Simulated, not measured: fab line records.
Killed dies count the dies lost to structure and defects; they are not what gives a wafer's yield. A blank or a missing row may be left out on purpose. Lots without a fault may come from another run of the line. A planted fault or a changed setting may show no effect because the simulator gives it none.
Which tool was responsible? | flow n5Finfet | 9 lots with 27 wafers sampled at 3 steps, on a route of 1938 steps

## WHAT EACH GAUGE READ, for each wafer
N5_MOL_CONTACT_COAG_OVL_MEAS_41.
lot  | measured     | on         | VD_OVL (nm)
L220 | day 5 15:48  | overlay-02 | -0.4 -1.1 -1.6
L223 | day 6 12:01  | overlay-02 | -0.6 0.0 -0.3
L226 | day 7 05:19  | overlay-02 | -0.3 -0.2 0.2
L227 | day 7 10:05  | overlay-02 | 0.1 0.1 -0.4
L229 | day 7 23:23  | overlay-01 | 10.1 11.4 10.7
L233 | day 8 21:32  | overlay-02 | 10.2 9.0 10.5
L237 | day 9 20:09  | overlay-01 | -0.5 0.6 -0.5
L238 | day 10 02:49 | overlay-02 | 0.2 -1.2 0.2
L241 | day 10 19:41 | overlay-01 | 0.2 -0.4 0.4

## TOOL THAT RAN EACH LOT (tool first, then ch and the chambers of the sampled wafers, then the start)
lot  | N5_MOL_CONTACT_COAG_ALD_131      | N5_MOL_CONTACT_COAG_EXPOSE_37
L220 | aldSin-01 ch 0,2,3, day 5 14:37  | euvScanner-02 ch 0, day 5 15:37
L223 | aldSin-03 ch 0,1,3, day 6 10:52  | euvScanner-02 ch 0, day 6 11:50
L226 | aldSin-02 ch 0,1, day 7 04:09    | euvScanner-02 ch 0, day 7 05:08
L227 | aldSin-01 ch 0,1,3, day 7 08:56  | euvScanner-01 ch 0, day 7 09:55
L229 | aldSin-01 ch 0,3, day 7 22:22    | euvScanner-02 ch 0, day 7 23:13
L233 | aldSin-01 ch 0,1,2, day 8 20:20  | euvScanner-02 ch 0, day 8 21:22
L237 | aldSin-03 ch 0,1, day 9 19:06    | euvScanner-01 ch 0, day 9 19:59
L238 | aldSin-02 ch 1,2,3, day 10 01:47 | euvScanner-01 ch 0, day 10 02:39
L241 | aldSin-03 ch 0,1,2, day 10 18:40 | euvScanner-01 ch 0, day 10 19:30
- N5_MOL_CONTACT_COAG_ALD_131: deposits SiO2, target thk 5 nm, pulse time 1 s, co reactant pulse time 1 s.
- N5_MOL_CONTACT_COAG_EXPOSE_37: exposes mask VD, defocus 0 nm.

## THE ANSWER, worked out from the rows above alone
Rule: what is usual is taken from the lots themselves. The widest of any qualifying gaps counts: lots, ordered by their means at a reading, are off when they make up no more than a third of the lots, leave a main group of 4 or more, and stand apart from it by 3 or more times the standard deviation of that group's means. A main group whose means are all the same, to the digits that the tables above print for the reading, isn't used. Also off: a lot with no number at a reading for which 4 or more lots have one. Where the step has rows for the other lots, those lots are counted as sound.
Off: L229, L233, at N5_MOL_CONTACT_COAG_OVL_MEAS_41 (VD_OVL). The main group: mean -0.3 nm, standard deviation 0.33.
If a tool, at a process step before that reading, ran all the lots that are off and no sound lot after the first of them, it fits. Gauges at N5_MOL_CONTACT_COAG_OVL_MEAS_41: tried the same way as those tools. This does not decide it: 2 tools fit, namely aldSin-01 at N5_MOL_CONTACT_COAG_ALD_131 and euvScanner-02 at N5_MOL_CONTACT_COAG_EXPOSE_37.

## WHAT HAD BEEN PUT IN BY THE SIMULATOR
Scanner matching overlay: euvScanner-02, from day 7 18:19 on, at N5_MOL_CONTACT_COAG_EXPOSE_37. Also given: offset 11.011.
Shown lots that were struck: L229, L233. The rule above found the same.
